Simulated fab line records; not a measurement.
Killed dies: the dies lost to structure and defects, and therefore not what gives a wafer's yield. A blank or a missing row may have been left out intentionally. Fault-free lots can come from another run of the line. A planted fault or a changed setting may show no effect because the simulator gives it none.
What tool caused it? | flow n5 finfet | 11 lots (33 wafers sampled), 1 step of a 1938-step route

WHAT THE GAUGES SHOWED, per wafer
N5_BEOL_M11_INSPECT_13: inspects for defects (brightfield).
lot  | measured     | on                | raw defect count
L896 | day 13 15:48 | defect inspect-01 | 310 218 274
L904 | day 15 08:14 | defect inspect-02 | 379 548 474
L901 | day 15 18:33 | defect inspect-02 | 432 433 384
L911 | day 18 04:07 | defect inspect-01 | 485 399 362
L910 | day 18 10:30 | defect inspect-01 | 392 287 349
L909 | day 18 10:40 | defect inspect-02 | 271 298 326
L913 | day 18 15:59 | defect inspect-01 | 398 448 461
L918 | day 18 21:08 | defect inspect-01 | 358 352 415
L915 | day 19 16:26 | defect inspect-02 | 422 454 417
L917 | day 19 16:40 | defect inspect-01 | 308 357 371
L919 | day 20 01:02 | defect inspect-01 | 332 386 387

WHAT TOOL EACH LOT RAN ON (gives the tool, then ch and the chambers of the sampled wafers, and finally the start)
No process step before these readings appears in the record.

THE ANSWER, worked out from the rows above alone
Rule: the lots themselves supply what counts as usual. Put in order of their means at a reading, lots are off if they are a third of the lots or fewer, leave a main group of 4 or more, and stand apart from it by a gap of 3 or more times the standard deviation of the main group's means; of several such gaps the widest counts. A main group is skipped when, at the precision printed for the reading in the tables above, its means are all equal. Also off: a lot with no number at a reading for which 4 or more lots have one. Where the step has rows for the other lots, those lots are counted as sound.
None of the lots is off at any reading shown; this tells nothing.

WHAT WAS PUT IN BY THE SIMULATOR
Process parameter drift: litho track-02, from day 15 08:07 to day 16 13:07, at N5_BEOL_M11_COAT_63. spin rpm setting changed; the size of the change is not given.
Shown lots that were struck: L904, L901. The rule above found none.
